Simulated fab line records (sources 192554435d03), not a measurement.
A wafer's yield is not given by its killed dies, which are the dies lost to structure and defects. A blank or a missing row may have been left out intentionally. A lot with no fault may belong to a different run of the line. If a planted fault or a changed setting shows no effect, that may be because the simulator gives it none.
2 desks looking at one fault -- flow n5Finfet -- only its own numbers are on each desk; what lay behind them is given at the end

## TOOL OWNER'S DESK, rtpAnneal-02
Per lot that ran on this tool, the mean of the sampled wafers carrying a number, from the tool's own readings at N5_HKMG_FIN_HK_ANNEAL_02 (time 30 s). Any lot whose mean is over 4 standard deviations away from the usual mean is out of limits and marked OUT; that distance is given in the brackets. 7 of its 9 readings are shown: the first one out of limits and those lying furthest out on some lot.
Columns: A = lampPowerPct at N5_HKMG_FIN_HK_ANNEAL_02, usual 8.79 %; B = lamp_zone_1_pct at N5_HKMG_FIN_HK_ANNEAL_02, usual 8.798 %; C = lamp_zone_2_pct at N5_HKMG_FIN_HK_ANNEAL_02, usual 8.798 %; D = lamp_zone_3_pct at N5_HKMG_FIN_HK_ANNEAL_02, usual 8.799 %; E = lamp_zone_5_pct at N5_HKMG_FIN_HK_ANNEAL_02, usual 8.797 %; F = lamp_zone_6_pct at N5_HKMG_FIN_HK_ANNEAL_02, usual 8.726 %; G = lamp_zone_7_pct at N5_HKMG_FIN_HK_ANNEAL_02, usual 9.194 %
lot,first seen here,A,B,C,D,E,F,G
L736,day 3 23:08,8.80,8.798,8.797,8.791,8.804,8.734,9.201
L737,day 4 07:27,8.82,8.799,8.797,8.800,8.797,8.725,9.189
L746,day 6 13:25,8.20 (-10) OUT,8.201 (-62) OUT,8.201 (-77) OUT,8.199 (-60) OUT,8.195 (-61) OUT,8.132 (-54) OUT,8.570 (-57) OUT
L747,day 6 20:58,8.18 (-11) OUT,8.204 (-61) OUT,8.206 (-76) OUT,8.199 (-60) OUT,8.201 (-60) OUT,8.131 (-54) OUT,8.580 (-56) OUT
L759,day 9 15:35,8.73,8.794,8.802,8.807,8.802,8.719,9.197
This desk's verdict: out of limits on L746, L747, starting with L746 at day 6 13:25 (lampPowerPct at N5_HKMG_FIN_HK_ANNEAL_02). L736, L737, L759 stayed within limits.

## THE METROLOGY DESK
Means of the sampled wafers that have a number, per lot and without regard to the tool the lot ran on: this is what the gauges read. Any lot whose mean is over 4 standard deviations away from the usual mean is out of limits and marked OUT; that distance is given in the brackets. Shown here are 7 of its 10 readings, the ones lying furthest out on some lot.
Columns: A = DIBL_N at N5_BEOL_M4_RC_MEAS_101, usual 36.3 mV/V; B = DIBL_P at N5_BEOL_M4_RC_MEAS_101, usual 36.4 mV/V; C = ION_N at N5_BEOL_M4_RC_MEAS_101, usual 675 uA/um; D = ION_P at N5_BEOL_M4_RC_MEAS_101, usual 463 uA/um; E = SS_N at N5_BEOL_M4_RC_MEAS_101, usual 71.6 mV/dec; F = SS_P at N5_BEOL_M4_RC_MEAS_101, usual 73.3 mV/dec; G = VT_P at N5_BEOL_M4_RC_MEAS_101, usual -250 mV
lot,first seen here,A,B,C,D,E,F,G
L738,day 9 17:16,36.1,36.3,671,456,71.5,72.9,-254
L736,day 10 05:23,34.5,34.8,670,460,71.1,72.3,-253
L737,day 10 11:23,34.2,34.1,665,466,71.2,72.8,-250
L748,day 12 15:33,36.5,35.8,681,458,71.6,73.1,-252
L746,day 12 20:27,37.4,37.5,681,466,71.8,73.4,-248
L747,day 12 23:00,35.8,35.6,687,473,71.8,73.2,-246
L758,day 15 18:29,36.9,37.8,675,458,72.0,73.3,-252
L759,day 16 21:25,36.2,35.5,672,461,72.3,72.9,-250
This desk's finding: nothing out of limits on any of the 8 lots.

## ALL TOGETHER
The tool owner's desk had the chance to raise an alarm at day 6 13:25 on L746, L747.
Nothing out of limits was seen by the metrology desk.
The metrology desk holds a record of L746, L747, inside its limits.
The lots listed all ran N5_HKMG_FIN_HK_ANNEAL_02 on rtpAnneal-02.

## WHAT THE SIMULATOR HAD INSERTED
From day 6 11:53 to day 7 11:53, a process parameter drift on rtpAnneal-02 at N5_HKMG_FIN_HK_ANNEAL_02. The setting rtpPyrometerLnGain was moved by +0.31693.
Lots struck among those shown: L746, L747.
Time in hours from fault onset to the first out-of-limits reading at each desk: the tool owner's desk, 2.
